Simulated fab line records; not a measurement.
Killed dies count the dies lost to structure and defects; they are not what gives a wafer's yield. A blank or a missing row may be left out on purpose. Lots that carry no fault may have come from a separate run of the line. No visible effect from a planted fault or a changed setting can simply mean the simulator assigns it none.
Matching of chambers -- flow n5-finfet -- 4 sister chambers for N5_MOL_CONTACT_COAG_ETCHBACK_135 on rie-diel-04
The step etches SiO2 in CHF3, target depth 25 nm, time 16.7 s. 16 wafers are shown with their chamber, then 8 later ones without.

WAFERS, EACH WITH ITS CHAMBER
wafer,chamber,drypump-motor-current-A (A),showerhead-plenum-p-Torr (Torr),rf-vpp-V (V)
L076.1,3,6.0,2.35,515
L076.4,1,5.7,2.48,527
L076.5,3,6.0,2.35,517
L080.1,1,5.7,2.48,527
L080.2,2,5.2,2.38,514
L080.6,0,5.4,2.35,527
L084.1,2,5.1,2.37,514
L084.3,1,5.7,2.47,526
L084.5,0,5.4,2.35,528
L090.1,2,5.1,2.37,516
L090.2,1,5.7,2.47,525
L090.3,3,6.0,2.34,515
L092.1,2,5.1,2.37,514
L092.4,1,5.7,2.47,527
L092.5,0,5.4,2.34,526
L093.1,3,6.0,2.34,515

SIGNATURES (averages over the wafers above)
reading,chamber 0,chamber 1,chamber 2,chamber 3,scatter within a chamber
drypump-motor-current-A,5.400,5.700,5.125,6.000,0.025
showerhead-plenum-p-Torr,2.3467,2.4740,2.3725,2.3450,0.00549
rf-vpp-V,527.00,526.40,514.50,515.50,0.966
Rule: a wafer's distance from a chamber is the root of the sum, over the readings, of the square of ((its reading less the chamber's mean) divided by the reading's scatter). If the next closest chamber is less than 2 further off than the closest, the wafer can't be placed; otherwise it belongs to the closest. The scatter is the square root of a quotient: the sum, over the shown wafers, of each reading's squared deviation from its chamber's mean, divided by wafers minus chambers.

WAFERS WITH NO CHAMBER GIVEN
wafer,drypump-motor-current-A (A),showerhead-plenum-p-Torr (Torr),rf-vpp-V (V)
L093.2,5.1,2.37,515
L093.5,5.4,2.34,527
L094.2,6.1,2.34,516
L094.3,5.7,2.46,525
L094.5,5.2,2.36,514
L095.2,6.1,2.34,516
L095.4,5.7,2.46,527
L095.6,6.1,2.34,515

WHICH CHAMBER EACH WENT THROUGH
wafer,from the rows above,in truth
L093.2,2,2
L093.5,0,0
L094.2,3,3
L094.3,1,1
L094.5,2,2
L095.2,3,3
L095.4,1,1
L095.6,3,3
Placed correctly: 8 of 8. Number that these rows cannot place: 0. Number placed wrongly: 0.
